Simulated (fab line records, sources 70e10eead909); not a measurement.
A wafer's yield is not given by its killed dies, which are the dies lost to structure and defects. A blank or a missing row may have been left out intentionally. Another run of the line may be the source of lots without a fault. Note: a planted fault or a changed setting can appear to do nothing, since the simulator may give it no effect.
Struck lot and sound lot, side by side / flow nand harc / 15 steps out of a route of 1159
Sound: wafers L137.1, L137.4, L137.6. Wafers L152.1, L152.3, L152.4 were the ones struck. Last of all comes the cause.
For every step that has rows: the tool of each side, followed by ch and its chambers, followed by its first start. Under that, the readings that differ: sound wafers / struck wafers / difference of the means / sigmas: that difference in standard deviations of wafers without a fault.
alike: readings with means less than 2 such deviations apart, plus words and numbers identical on both sides. not compared: withheld readings, readings lacking a value on some wafer, bounds such as >300 that could conceal the same value, and numbers that have no deviation in the record and whose values overlap.
The two part at a step that has a row with sigmas, a row that says differs or no value, or rows on one side only. When numbers do not overlap yet have no deviation, they are printed without sigmas and do not part them. A reading that every wafer of one side lacks parts them only if that side has two wafers or more.

first, 1 step without rows for these wafers: NHARC_A_ONON_D1_DEP_09 (target thk 1000 nm).
NHARC_A_ONON_D1_THK_MEAS_11: measures by ellipsometry.
  struck on film metro-01, day 11 21:02; sound on film metro-01, day 7 23:46
reading=thk nm (nm); sound=1016 1017 1017; struck=995 995 995; difference=-22; sigmas=-2
after that, 1 step with no rows for these wafers: NHARC_A_ONON_D1_DEP_12 (target thk 1000 nm).
NHARC_A_ONON_D1_THK_MEAS_14: measures by ellipsometry.
  struck on film metro-02, day 11 21:37; sound on film metro-02, day 8 00:20
  alike: thk nm
then, 2 steps without rows for these wafers: NHARC_A_ONON_D1_ANNEAL_15 (time 3600 s); NHARC_A_ONON_D1_DEP_16 (target thk 1000 nm).
NHARC_A_ONON_D1_THK_MEAS_18: measures by ellipsometry.
  struck on film metro-02, day 12 04:42; sound on film metro-01, day 8 09:37
  alike: thk nm
after that, 1 step with no rows for these wafers: NHARC_A_ONON_D1_DEP_19 (target thk 1000 nm).
NHARC_A_ONON_D1_THK_MEAS_21: measures by ellipsometry.
  struck on film metro-01, day 12 05:16; sound on film metro-02, day 8 10:10
  alike: thk nm
after that, 1 step with no rows for these wafers: NHARC_A_ONON_D1_DEP_22 (target thk 1000 nm).
NHARC_A_ONON_D1_THK_MEAS_24: measures by ellipsometry.
  struck on film metro-01, day 12 05:50; sound on film metro-02, day 8 10:44
  alike: thk nm
NHARC_A_ONON_D1_DEP_25: target thk 1000 nm.
  sound on pecvd onon-01 ch 0, day 8 10:48; struck on pecvd onon-01 ch 0, day 12 05:54
NHARC_A_ONON_D1_THK_MEAS_27: measures by ellipsometry.
  struck on film metro-02, day 12 06:25; sound on film metro-02, day 8 11:19
reading=thk nm (nm); sound=998 1000 1000; struck=682 682 681; difference=-318; sigmas=-44
after that, 1 step with no rows for these wafers: NHARC_A_ONON_D1_DEP_28 (target thk 1000 nm).
-- break in the record here, with 12 days between the starts of the struck wafers on either side (left off in module A_ONON_D1, picked up again in module END, where the first step shown is number 1159 on the route) --
NHARC_END_SORT_01:
  sound on prober-01 ch 0, day 20 02:29; struck on prober-02 ch 0, day 24 07:42
reading=killed at array; sound=22 17 18; struck=676 673 674; difference=+655; sigmas=+66
reading=killed dies; sound=24 21 21; struck=677 677 677; difference=+655; sigmas=+60
  alike: killed at other, killed at periphery, killed open, killed short

WHERE THEY PART
At NHARC_A_ONON_D1_THK_MEAS_11 first; at NHARC_END_SORT_01 last (within this record only).

WHY: whatever the simulator had introduced
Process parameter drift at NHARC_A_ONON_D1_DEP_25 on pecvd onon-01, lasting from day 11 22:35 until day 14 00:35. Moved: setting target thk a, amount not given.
